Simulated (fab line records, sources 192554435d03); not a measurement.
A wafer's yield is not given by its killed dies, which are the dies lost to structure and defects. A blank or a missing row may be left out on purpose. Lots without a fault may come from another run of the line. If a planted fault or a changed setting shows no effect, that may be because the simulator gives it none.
fab line records -- flow n5-finfet
record lots=9, wafers=27, last-day=19
route steps=1938 shown SPACER0@260 SD_EPI_N@273 BEOL_M4@1111 PASSIVATION@1936
lots with no fault: from the same line, run without faults
start-h: hours from the record's opening day to when the first of the lot's shown wafers began -- wait-h: time in hours since the lot's previous step -- " identical to the entry in the row above -- L1.1+2: a single row standing in for several wafers -- - value missing, or start not given -- * or withheld: withheld -- < > ~ a bound
route shown NAME@n: a module of which the file shows steps, and the number in the route of the first -- usual: mean/standard deviation taken from wafers without a fault -- same: alike in all rows -- chamber/n: place in a boat -- sites: per-site readings -- _std_site: the values' standard deviation -- _edge_site: outer sites' mean less inner sites' -- radius-mm: how far each site lies from the wafer's centre -- mask NAME#n: copy n -- behind: the most recent tool/chamber to have shaped the wafer -- hold: cause of the lot's hold/its duration in hours/its outcome -- device: the transistor (n, p or np) that didn't switch -- end of line: tests of these same wafers at the route's end -- a step given without rows: its recipe and nothing more -- killed: count of dies lost to structure and defects at first sort (not the wafer's yield) -- map: dies across one wafer; x = killed, . = not, _ = none there
set.NAME: setting as actually run; set.NAME@STEP: the setting as run at that earlier step -- model.NAME: the simulator's own value behind a step, which no gauge read
steps of the route over a sample of lots; a table a step, a row a wafer
services: when a tool's chamber went out of use (start-h, in hours from the record's first day, below 0 if earlier), for how many hours, and the reason
## steps
# step N5_SPACER0_ALD_08
# recipe material=SiNx, target-thk-a=20, temp-c=400, ald-precursor-family=SiH2I2, ald-co-reactant=N2/H2-plasma, pressure-torr=2
# usual heater-power-w=851/89
lot.wafer,tool,chamber,start-h,wait-h,heater-power-w
L636.1,ald-sin-04,1,48.00,0.1,929
L636.2,ald-sin-04,3,48.00,0.1,790
L636.6,ald-sin-04,0,48.00,0.1,795
L639.2,ald-sin-04,3,66.56,0.1,771
L639.3,ald-sin-04,2,66.56,0.1,781
L639.4,ald-sin-04,0,66.56,0.1,772
L641.1,ald-sin-04,0,78.99,0.1,757
L641.3,ald-sin-04,3,78.99,0.1,779
L641.5,ald-sin-04,0,78.99,0.1,778
L642.4,ald-sin-04,2,83.75,0.1,761
L642.5,ald-sin-04,1,83.75,0.1,944
L642.6,ald-sin-04,2,83.75,0.1,785
L648.1,ald-sin-01,0,126.55,0.1,968
L648.3,ald-sin-01,3,126.55,0.1,791
L648.4,ald-sin-01,1,126.55,0.1,921
L655.1,ald-sin-01,2,161.64,0.1,937
L655.4,ald-sin-01,0,161.64,0.1,977
L655.5,ald-sin-01,3,161.64,0.1,806
L656.3,ald-sin-03,0,169.07,0.1,795
L656.4,ald-sin-03,3,169.07,0.1,845
L656.6,ald-sin-03,1,169.07,0.1,712
L657.2,ald-sin-03,1,176.13,0.1,694
L657.3,ald-sin-03,2,176.13,0.1,945
L657.5,ald-sin-03,0,176.13,0.1,777
L658.2,ald-sin-03,1,179.84,0.1,694
L658.3,ald-sin-03,0,179.84,0.1,774
L658.5,ald-sin-03,1,179.84,0.1,698
# step N5_SD_EPI_N_DESCUM_14
# recipe chemistry=O2, time-s=7.9, source-power-w=50, bias-power-w=20, pressure-mtorr=20, rf-frequency-hz=2.712e+07, temp-c=40, resist=CAR-ArF-block, o2-flow-sccm=225
# usual drypump-motor-current-A=5.7/0.48, oes-product-au=0.78/0.063, rf-vpp-V=243.2/1.4, showerhead-plenum-p-Torr=2.09/0.075, throttle-valve-pct=20.49/0.2
# same time-s=7.9
lot.wafer,tool,chamber,start-h,wait-h,drypump-motor-current-A,oes-product-au,rf-hours-counter-h,rf-vpp-V,showerhead-plenum-p-Torr,throttle-valve-pct
L636.1,rie-diel-04,2,48.64,0.0,6.0,0.73,190,244.6,2.16,20.58
L636.2,rie-diel-04,1,48.64,0.0,5.7,0.83,84,243.1,2.04,20.28
L636.6,rie-diel-04,2,48.64,0.0,6.0,0.74,-,244.9,2.16,20.58
L639.2,rie-diel-01,3,67.21,0.0,5.1,0.72,196,244.0,2.17,20.37
L639.3,rie-diel-01,2,67.21,0.0,6.0,0.75,183,243.1,2.07,20.60
L639.4,rie-diel-01,0,67.21,0.0,5.5,0.85,52,242.2,2.04,20.55
L641.1,rie-diel-04,0,79.63,0.0,5.8,0.82,83,243.0,2.03,20.15
L641.3,rie-diel-04,3,79.63,0.0,6.7,0.91,33,246.1,2.23,20.24
L641.5,rie-diel-04,2,79.63,0.0,6.0,0.72,-,245.7,2.16,20.59
L642.4,rie-diel-01,0,84.39,0.0,5.5,0.84,57,241.8,2.04,20.59
L642.5,rie-diel-01,1,84.39,0.0,5.9,0.77,-,242.2,2.02,20.41
L642.6,rie-diel-01,0,84.39,0.0,5.5,0.84,-,241.4,2.04,20.56
L648.1,rie-diel-01,1,127.19,0.0,5.9,0.76,166,242.1,2.01,20.43
L648.3,rie-diel-01,0,127.19,0.0,5.5,0.82,73,241.3,2.03,20.61
L648.4,rie-diel-01,2,127.19,0.0,6.0,0.73,204,241.8,2.06,20.62
L655.1,rie-diel-05,2,162.29,0.0,6.1,0.73,195,243.6,2.17,20.73
L655.4,rie-diel-05,3,162.29,0.0,5.6,0.73,180,241.4,2.00,20.83
L655.5,rie-diel-05,0,162.29,0.0,4.9,0.71,-,244.4,2.15,20.81
L656.3,rie-diel-01,0,169.72,0.0,5.5,0.80,89,243.1,2.03,20.62
L656.4,rie-diel-01,1,169.72,0.0,5.9,0.75,183,243.3,2.01,20.46
L656.6,rie-diel-01,1,169.72,0.0,5.9,0.75,-,242.4,2.01,20.46
L657.2,rie-diel-04,0,176.83,0.1,5.8,0.77,119,242.0,2.01,20.20
L657.3,rie-diel-04,1,176.83,0.1,5.7,0.80,120,240.8,2.02,20.32
L657.5,rie-diel-04,0,176.83,0.1,5.8,0.78,-,241.2,2.01,20.22
L658.2,rie-diel-04,3,180.61,0.2,6.7,0.86,66,245.2,2.22,20.28
L658.3,rie-diel-04,1,180.61,0.2,5.7,0.79,121,244.0,2.02,20.34
L658.5,rie-diel-04,2,180.61,0.2,6.0,0.69,-,244.0,2.14,20.65
# step N5_SD_EPI_N_ETCH_35
# recipe chemistry=N2/H2, target=SOC, overetch-a=1080, mask-material=SiARC, temp-c=40, ion-energy-ev=100, source-w=3000, bias-w=133, pressure-mtorr=20, time-s=486, n2-flow-sccm=200, h2-flow-sccm=200
# usual bias-w=133.0/0.42, drypump-motor-current-A=5.7/0.48, oes-product-au=0.70/0.055, rf-vpp-V=240.7/1.4, showerhead-plenum-p-Torr=2.54/0.091, throttle-valve-pct=23.8/0.31
# same time-s=486
lot.wafer,tool,chamber,start-h,wait-h,bias-w,drypump-motor-current-A,oes-product-au,rf-hours-counter-h,rf-vpp-V,showerhead-plenum-p-Torr,throttle-valve-pct
L636.1,rie-diel-04,2,48.73,0.0,134.0,6.0,0.65,191,241.5,2.63,24.0
L636.2,rie-diel-04,1,48.73,0.0,132.8,5.7,0.75,84,238.8,2.47,23.5
L636.6,rie-diel-04,2,48.73,0.0,133.0,6.0,0.65,-,240.9,2.63,24.0
L639.2,rie-diel-01,3,67.30,0.0,133.1,5.1,0.64,197,241.4,2.62,23.6
L639.3,rie-diel-01,2,67.30,0.0,132.6,6.0,0.67,183,240.6,2.53,24.0
L639.4,rie-diel-01,0,67.30,0.0,132.9,5.5,0.74,52,240.8,2.47,24.2
L641.1,rie-diel-04,0,79.72,0.0,133.6,5.8,0.72,83,240.4,2.46,23.4
L641.3,rie-diel-04,3,79.72,0.0,132.8,6.7,0.81,33,242.8,2.69,23.5
L641.5,rie-diel-04,2,79.72,0.0,132.6,6.0,0.64,-,242.7,2.62,24.0
L642.4,rie-diel-01,0,84.48,0.0,133.0,5.5,0.74,57,239.0,2.47,24.2
L642.5,rie-diel-01,1,84.48,0.0,132.1,5.9,0.68,-,239.0,2.44,23.8
L642.6,rie-diel-01,0,84.48,0.0,132.9,5.5,0.74,-,240.5,2.47,24.2
L648.1,rie-diel-01,1,127.29,0.0,133.3,5.9,0.67,166,239.4,2.43,23.8
L648.3,rie-diel-01,0,127.29,0.0,133.0,5.5,0.72,73,239.6,2.46,24.3
L648.4,rie-diel-01,2,127.29,0.0,133.2,6.1,0.66,204,241.4,2.52,24.0
L655.1,rie-diel-05,2,162.38,0.0,133.3,6.1,0.65,195,241.5,2.62,24.0
L655.4,rie-diel-05,3,162.38,0.0,132.8,5.6,0.66,180,238.7,2.42,24.4
L655.5,rie-diel-05,0,162.38,0.0,132.6,4.9,0.63,-,242.7,2.62,24.2
L656.3,rie-diel-01,0,169.81,0.0,132.2,5.5,0.72,89,237.8,2.45,24.3
L656.4,rie-diel-01,1,169.81,0.0,133.3,5.9,0.66,183,239.2,2.43,23.8
L656.6,rie-diel-01,1,169.81,0.0,132.9,5.9,0.66,-,239.4,2.43,23.8
L657.2,rie-diel-04,0,176.92,0.0,133.8,5.8,0.69,119,240.3,2.44,23.4
L657.3,rie-diel-04,1,176.92,0.0,133.0,5.7,0.71,120,240.5,2.45,23.5
L657.5,rie-diel-04,0,176.92,0.0,133.6,5.8,0.69,-,238.7,2.44,23.4
L658.2,rie-diel-04,3,180.70,0.0,133.1,6.7,0.76,66,243.3,2.68,23.6
L658.3,rie-diel-04,1,180.70,0.0,133.3,5.7,0.71,121,239.8,2.45,23.5
L658.5,rie-diel-04,2,180.70,0.0,132.8,6.0,0.62,-,240.8,2.61,24.1
# step N5_SD_EPI_N_EPI_21
# recipe material=Si:P, dopant=P, temp-c=680, pressure-torr=255, time-s=690
# usual susceptor_temp_C_max=681.9/1
# same time-s=690
lot.wafer,tool,chamber,start-h,wait-h,susceptor_temp_C_max
L636.1,epi-rpcvd-03,0,50.31,0.1,681.0
L636.2,epi-rpcvd-03,0,50.31,0.1,681.1
L636.6,epi-rpcvd-03,0,51.71,1.4,680.6
L639.2,epi-rpcvd-02,0,69.17,0.4,682.8
L639.3,epi-rpcvd-02,0,69.17,0.4,682.2
L639.4,epi-rpcvd-02,0,69.17,0.4,682.4
L641.1,epi-rpcvd-03,0,81.30,0.1,680.9
L641.3,epi-rpcvd-03,0,81.30,0.1,680.7
L641.5,epi-rpcvd-03,0,81.30,0.1,680.7
L642.4,epi-rpcvd-03,0,87.14,0.9,680.5
L642.5,epi-rpcvd-03,0,87.14,0.9,680.3
L642.6,epi-rpcvd-03,0,87.14,0.9,680.9
L648.1,epi-rpcvd-03,0,128.87,0.1,681.1
L648.3,epi-rpcvd-03,0,128.87,0.1,680.8
L648.4,epi-rpcvd-03,0,128.87,0.1,681.1
L655.1,epi-rpcvd-02,0,164.07,0.1,683.2
L655.4,epi-rpcvd-02,0,164.07,0.1,682.4
L655.5,epi-rpcvd-02,0,164.07,0.1,682.2
L656.3,epi-rpcvd-02,0,171.95,0.7,682.5
L656.4,epi-rpcvd-02,0,171.95,0.7,683.8
L656.6,epi-rpcvd-02,0,171.95,0.7,682.8
L657.2,epi-rpcvd-02,0,178.78,0.4,683.0
L657.3,epi-rpcvd-02,0,178.78,0.4,683.0
L657.5,epi-rpcvd-02,0,178.78,0.4,683.7
L658.2,epi-rpcvd-04,0,182.85,0.5,681.1
L658.3,epi-rpcvd-04,0,182.85,0.5,681.4
L658.5,epi-rpcvd-04,0,182.85,0.5,681.0
# step N5_SD_EPI_N_EPI_MEAS_23
# recipe mode=xrd
# usual thk-nm=59.2/1.2
lot.wafer,tool,chamber,start-h,wait-h,thk-nm
L636.1,film-metro-02,-,52.03,1.4,60.3
L636.2,film-metro-02,-,52.03,1.4,59.7
L636.6,film-metro-02,-,52.03,1.4,58.1
L639.2,film-metro-02,-,70.61,1.2,58.0
L639.3,film-metro-02,-,70.61,1.2,58.4
L639.4,film-metro-02,-,70.61,1.2,60.2
L641.1,film-metro-02,-,83.02,1.4,58.6
L641.3,film-metro-02,-,83.02,1.4,59.5
L641.5,film-metro-02,-,83.02,1.4,56.8
L642.4,film-metro-02,-,88.02,0.6,44.4
L642.5,film-metro-02,-,88.02,0.6,44.0
L642.6,film-metro-02,-,88.02,0.6,42.9
L648.1,film-metro-02,-,130.58,1.4,45.5
L648.3,film-metro-02,-,130.58,1.4,44.2
L648.4,film-metro-02,-,130.58,1.4,44.8
L655.1,film-metro-01,-,165.80,1.5,60.6
L655.4,film-metro-01,-,165.80,1.5,60.6
L655.5,film-metro-01,-,165.80,1.5,60.4
L656.3,film-metro-01,-,173.11,0.9,58.3
L656.4,film-metro-01,-,173.11,0.9,59.9
L656.6,film-metro-01,-,173.11,0.9,59.1
L657.2,film-metro-02,-,180.23,1.2,60.3
L657.3,film-metro-02,-,180.23,1.2,59.7
L657.5,film-metro-02,-,180.23,1.2,58.1
L658.2,film-metro-01,-,184.76,1.5,58.7
L658.3,film-metro-01,-,184.76,1.5,59.4
L658.5,film-metro-01,-,184.76,1.5,59.9
# step N5_BEOL_M4_RC_MEAS_101
# usual DIBL_N=36.0/1.4, DIBL_P=36.1/1.4, IOFF_N=0.153/0.02, IOFF_P=0.211/0.026, ION_N=673/8.7, ION_P=463/6.7, SS_N=71.5/0.5, SS_P=73.3/0.54, VT_N=250.1/2.4, VT_P=-250.2/2.9
lot.wafer,tool,chamber,start-h,wait-h,DIBL_N[mV/V],DIBL_P[mV/V],IOFF_N[nA/um],IOFF_P[nA/um],ION_N[uA/um],ION_P[uA/um],SS_N[mV/dec],SS_P[mV/dec],VT_N[mV],VT_P[mV]
L636.1,prober-02,0,180.51,0.0,35.0,36.0,0.147,0.215,681,478,70.4,72.5,248.7,-247.8
L636.2,prober-02,0,180.51,0.0,34.5,34.9,0.134,0.201,671,469,71.1,72.2,251.1,-247.9
L636.6,prober-02,0,180.51,0.0,35.7,36.5,0.149,0.231,675,472,71.2,72.7,250.3,-247.5
L639.2,prober-01,0,188.82,0.2,38.0,35.9,0.154,0.196,667,454,71.5,73.9,250.2,-250.9
L639.3,prober-01,0,188.82,0.2,37.3,34.0,0.138,0.168,668,448,71.7,72.9,249.0,-253.1
L639.4,prober-01,0,188.82,0.2,37.5,34.4,0.139,0.178,671,457,71.3,73.1,252.9,-254.4
L641.1,prober-02,0,213.20,0.0,39.5,39.0,0.195,0.247,684,470,71.6,74.6,245.6,-248.0
L641.3,prober-02,0,213.20,0.0,38.2,37.3,0.171,0.214,676,467,71.2,73.8,248.8,-250.4
L641.5,prober-02,0,213.20,0.0,39.3,38.9,0.192,0.249,687,472,71.3,74.3,249.0,-251.1
L642.4,prober-01,0,217.07,0.5,36.3,36.8,0.154,0.216,672,462,71.3,73.6,253.1,-250.0
L642.5,prober-01,0,217.07,0.5,34.7,34.4,0.122,0.195,658,461,70.6,72.6,253.3,-252.4
L642.6,prober-01,0,217.07,0.5,35.5,34.8,0.134,0.189,662,455,71.8,72.5,253.9,-252.3
L648.1,prober-02,0,272.72,0.3,38.4,39.0,0.212,0.271,686,470,73.1,74.2,245.6,-246.8
L648.3,prober-02,0,272.72,0.3,35.7,35.6,0.159,0.207,677,466,71.9,72.5,247.4,-251.6
L648.4,prober-02,0,272.72,0.3,36.0,36.5,0.156,0.224,678,462,71.1,73.5,248.3,-248.4
L656.3,prober-01,0,299.77,0.3,36.4,37.7,0.149,0.211,674,466,71.7,73.7,251.9,-251.6
L656.4,prober-01,0,299.77,0.3,35.9,36.6,0.147,0.201,670,463,72.0,72.8,250.3,-251.4
L656.6,prober-01,0,299.77,0.3,36.6,37.7,0.155,0.210,676,465,71.9,73.6,248.7,-251.9
L655.1,prober-01,0,301.87,0.0,35.8,35.7,0.150,0.221,679,477,71.8,73.2,247.9,-248.5
L655.4,prober-01,0,301.87,0.0,36.2,34.8,0.147,0.208,670,462,71.2,73.2,248.4,-249.6
L655.5,prober-01,0,301.87,0.0,35.2,34.3,0.133,0.194,660,463,71.2,72.6,251.4,-251.8
L658.2,prober-01,0,307.19,0.2,35.5,34.3,0.139,0.185,659,456,71.2,72.3,250.1,-250.4
L658.3,prober-01,0,307.19,0.2,35.1,34.3,0.139,0.189,669,459,71.4,72.9,253.1,-250.0
L658.5,prober-01,0,307.19,0.2,36.6,35.9,0.153,0.216,662,462,71.1,72.4,252.1,-251.4
L657.2,prober-02,0,347.19,0.2,34.5,36.3,0.150,0.208,664,459,70.8,73.9,246.7,-250.5
L657.3,prober-02,0,347.19,0.2,33.6,33.6,0.121,0.162,659,449,70.5,73.1,250.9,-253.8
L657.5,prober-02,0,347.19,0.2,34.5,35.7,0.142,0.187,665,454,70.2,72.9,249.3,-254.0
# step N5_PASSIVATION_PROBE_49
# usual defect-limited-yield=91.2/1.4, killed_at_M0_to_M3=34/9.7, killed_at_M4_up=14/5.2, killed-at-contacts=13/6.7, killed-at-front-end=39/11, killed-at-other=3.6/2.6, killed-dies=104/17, killed-open=69/12, killed-short=34/8.2, sort_bin_5_function=5.3/0.89, sort_bin_6_memory=3.2/0.69, sort-n-pass=1076/17, sort-yield-pct=91.2/1.4
# same gross-dies=1180, killed-at-back-side=0, sort_bin_4_leakage[%]=0, sort_bin_8_speed[%]=0
lot.wafer,tool,chamber,start-h,wait-h,defect-limited-yield[%],killed_at_M0_to_M3,killed_at_M4_up,killed-at-contacts,killed-at-front-end,killed-at-other,killed-dies,killed-open,killed-short,sort_bin_5_function[%],sort_bin_6_memory[%],sort-n-pass,sort-yield-pct[%]
L636.1,prober-02,-,282.97,0.0,91.4,29,14,13,44,2,102,70,32,4.9,3.3,1078,91.4
L636.2,prober-02,-,283.02,0.1,90.7,30,14,8,52,6,110,77,31,5.8,3.1,1070,90.7
L636.6,prober-02,-,283.22,0.3,92.9,28,8,3,43,2,84,56,28,4.3,2.4,1096,92.9
L639.2,prober-02,-,293.24,0.1,91.3,40,9,10,40,4,103,83,19,5.8,2.8,1077,91.3
L639.3,prober-02,-,293.29,0.1,91.2,48,13,8,32,3,104,63,38,6.2,2.5,1076,91.2
L639.4,prober-02,-,293.34,0.2,92.0,37,16,8,28,5,94,62,31,4.7,3.1,1086,92.0
L648.1,prober-01,-,386.43,0.0,89.7,26,16,24,53,3,122,84,38,5.9,4.2,1058,89.7
L648.3,prober-01,-,386.53,0.1,89.8,40,24,13,42,1,120,80,40,5.3,4.6,1060,89.8
L648.4,prober-01,-,386.58,0.2,88.3,49,35,16,38,0,138,99,39,7.5,4.0,1042,88.3
L656.4,prober-02,-,414.24,0.2,91.1,40,12,18,34,1,105,75,28,5.4,3.2,1075,91.1
L655.1,prober-01,-,416.19,0.0,93.1,20,21,2,34,5,82,60,22,4.2,2.6,1098,93.1
L655.4,prober-01,-,416.34,0.2,90.7,19,22,11,45,13,110,74,36,5.2,3.6,1070,90.7
L655.5,prober-01,-,416.39,0.2,91.0,30,14,12,49,1,106,73,33,5.8,2.7,1074,91.0
L657.2,prober-01,-,452.18,0.1,90.7,39,13,5,50,3,110,71,36,5.8,2.8,1070,90.7
L657.3,prober-01,-,452.23,0.1,90.7,43,7,13,44,3,110,70,40,5.5,3.5,1070,90.7
L657.5,prober-01,-,452.33,0.2,92.0,28,5,17,42,2,94,64,29,4.7,3.2,1086,92.0
# killed by level:class
L636.1 MOL_CONTACT_COAG:geometric-particle:open=11 FIN_SAQP:geometric-particle:open=10 BEOL_M4:geometric-particle:open=9 BEOL_M1:geometric-particle:open=8 FIN_SAQP:geometric-particle:short=7 STI_FIN_REVEAL:geometric-particle:open=5 GATE_CUT:geometric-particle:open=5 BEOL_M2:geometric-particle:open=5
L636.2 FIN_SAQP:geometric-particle:open=16 BEOL_M3:geometric-particle:open=13 STARTING-WAFER:geometric-particle:open=8 STI_FIN_REVEAL:geometric-particle:open=6 FIN_SAQP:geometric-particle:short=5 BEOL_M4:geometric-particle:open=5 BEOL_M3:geometric-particle:short=4 DUMMY_GATE:geometric-particle:open=4
L636.6 FIN_SAQP:geometric-particle:short=11 FIN_SAQP:geometric-particle:open=8 GATE_CUT:geometric-particle:open=7 BEOL_M1:geometric-particle:open=7 STI_FIN_REVEAL:geometric-particle:open=6 GATE_CUT:geometric-particle:short=6 BEOL_M3:geometric-particle:open=5 BEOL_M0_SAQP:geometric-particle:short=4
L639.2 STI_FIN_REVEAL:geometric-particle:open=18 BEOL_M2:geometric-particle:open=18 FIN_SAQP:geometric-particle:open=8 MOL_CONTACT_COAG:geometric-particle:open=8 BEOL_M3:geometric-particle:open=6 BEOL_M4:geometric-particle:open=5 DUMMY_GATE:geometric-particle:open=4 BEOL_M0_SAQP:geometric-particle:open=4
L639.3 BEOL_M3:geometric-particle:open=16 BEOL_M1:geometric-particle:short=8 MOL_CONTACT_COAG:geometric-particle:open=7 FIN_SAQP:geometric-particle:open=6 GATE_CUT:geometric-particle:short=6 BEOL_M0_SAQP:geometric-particle:open=6 BEOL_M0_SAQP:geometric-particle:short=5 BEOL_M2:geometric-particle:open=5
L639.4 BEOL_M3:geometric-particle:open=12 STI_FIN_REVEAL:geometric-particle:open=10 MOL_CONTACT_COAG:geometric-particle:open=7 BEOL_M2:geometric-particle:open=7 BEOL_M4:geometric-particle:open=6 BEOL_M0_SAQP:geometric-particle:short=5 BEOL_M1:geometric-particle:short=4 FIN_SAQP:geometric-particle:short=3
L648.1 MOL_CONTACT_COAG:geometric-particle:open=19 FIN_SAQP:geometric-particle:open=12 BEOL_M4:geometric-particle:open=8 FIN_SAQP:geometric-particle:short=7 BEOL_M2:geometric-particle:open=7 STI_FIN_REVEAL:geometric-particle:open=6 DUMMY_GATE:geometric-particle:open=6 MOL_CONTACT_COAG:geometric-particle:short=5
L648.3 BEOL_M4:geometric-particle:open=17 BEOL_M0_SAQP:geometric-particle:open=13 STI_FIN_REVEAL:geometric-particle:open=10 FIN_SAQP:geometric-particle:short=9 BEOL_M0_SAQP:geometric-particle:short=9 MOL_CONTACT_COAG:geometric-particle:open=8 BEOL_M2:geometric-particle:open=8 FIN_SAQP:geometric-particle:open=6
L648.4 BEOL_M4:geometric-particle:open=24 FIN_SAQP:geometric-particle:open=13 BEOL_M0_SAQP:geometric-particle:short=13 BEOL_M1:geometric-particle:open=13 BEOL_M0_SAQP:geometric-particle:open=11 MOL_CONTACT_COAG:geometric-particle:open=10 MOL_CONTACT_COAG:geometric-particle:short=6 FIN_SAQP:geometric-particle:short=4
L656.4 MOL_CONTACT_COAG:geometric-particle:open=15 BEOL_M2:geometric-particle:open=11 BEOL_M0_SAQP:geometric-particle:open=10 BEOL_M0_SAQP:geometric-particle:short=8 STI_FIN_REVEAL:geometric-particle:open=6 BEOL_M3:geometric-particle:open=6 DUMMY_GATE:geometric-particle:open=5 FIN_SAQP:geometric-particle:open=4
L655.1 FIN_SAQP:geometric-particle:open=11 BEOL_M4:geometric-particle:open=11 BEOL_M7:geometric-particle:open=6 GATE_CUT:geometric-particle:open=5 BEOL_M1:geometric-particle:open=5 GATE_CUT:geometric-particle:short=4 STARTING-WAFER:geometric-particle:short=4 BEOL_M0_SAQP:geometric-particle:open=3
L655.4 FIN_SAQP:geometric-particle:open=23 MOL_CONTACT_COAG:geometric-particle:open=9 BEOL_M4:geometric-particle:open=8 BEOL_M0_SAQP:geometric-particle:open=7 BEOL_M0_SAQP:geometric-particle:short=6 GATE_CUT:geometric-particle:short=5 FIN_SAQP:geometric-particle:short=4 BEOL_M4:geometric-particle:short=4
L655.5 FIN_SAQP:geometric-particle:open=13 MOL_CONTACT_COAG:geometric-particle:open=10 GATE_CUT:geometric-particle:short=8 BEOL_M0_SAQP:geometric-particle:short=7 FIN_SAQP:geometric-particle:short=6 DUMMY_GATE:geometric-particle:open=6 BEOL_M0_SAQP:geometric-particle:open=6 BEOL_M2:geometric-particle:open=6
L657.2 STI_FIN_REVEAL:geometric-particle:open=14 BEOL_M2:geometric-particle:open=13 BEOL_M0_SAQP:geometric-particle:short=10 FIN_SAQP:geometric-particle:open=8 FIN_SAQP:geometric-particle:short=8 BEOL_M3:geometric-particle:open=6 BEOL_M0_SAQP:geometric-particle:open=5 ILD0:geometric-particle:short=3
L657.3 BEOL_M0_SAQP:geometric-particle:open=12 FIN_SAQP:geometric-particle:short=11 BEOL_M2:geometric-particle:open=10 STI_FIN_REVEAL:geometric-particle:open=9 MOL_CONTACT_COAG:geometric-particle:open=9 BEOL_M0_SAQP:geometric-particle:short=9 FIN_SAQP:geometric-particle:open=7 ILD0:geometric-particle:open=6
L657.5 MOL_CONTACT_COAG:geometric-particle:open=14 FIN_SAQP:geometric-particle:open=12 STI_FIN_REVEAL:geometric-particle:open=7 BEOL_M0_SAQP:geometric-particle:short=7 BEOL_M0_SAQP:geometric-particle:open=6 BEOL_M2:geometric-particle:open=6 FIN_SAQP:geometric-particle:short=5 DUMMY_GATE:geometric-particle:open=5
## services
tool,chamber,start-h,hours,kind
rie-diel-05,0,32.29,3.4,repair
ald-sin-04,2,44.80,3.5,repair
ald-sin-01,-,56.92,0.8,repair
rie-diel-01,3,79.02,4.8,repair
ald-sin-03,-,85.41,14.0,pm
ald-sin-03,0,85.41,14.0,vent-cycle
ald-sin-03,1,85.41,14.0,vent-cycle
ald-sin-03,2,85.41,14.0,vent-cycle
ald-sin-03,3,85.41,14.0,vent-cycle
rie-diel-01,2,95.07,1.2,repair
ald-sin-03,0,99.41,-,clean
ald-sin-03,1,99.41,-,clean
ald-sin-03,2,99.41,-,clean
ald-sin-03,3,99.41,-,clean
rie-diel-04,1,104.65,18.0,repair
ald-sin-01,1,128.29,6.7,repair
ald-sin-04,3,155.05,1.6,repair
ald-sin-01,-,178.30,14.0,pm
ald-sin-01,0,178.30,14.0,vent-cycle
ald-sin-01,1,178.30,14.0,vent-cycle
ald-sin-01,2,178.30,14.0,vent-cycle
ald-sin-01,3,178.30,14.0,vent-cycle
## key
first-sign step=N5_SD_EPI_N_EPI_MEAS_23, reading=thk-nm, direction=down, sigmas=12, usual=*, struck=*
effect none on later readings
met-at N5_SD_EPI_N_EPI_21
struck-lots L642,L648
not-acting-at N5_SPACER0_ALD_08,N5_SD_EPI_N_DESCUM_14,N5_SD_EPI_N_ETCH_35
onset-between 81.30 87.14
fault kind=site-profile-drift, tool=epi-rpcvd-03, chamber=-, onset-h=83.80, steps=N5_SD_EPI_N_EPI_21, basis=fraction, max-abs-drift=0.52949, slope-share-per-hr=117.66, site-pattern=0,0,0,0,0,-1,-1,-1,-1
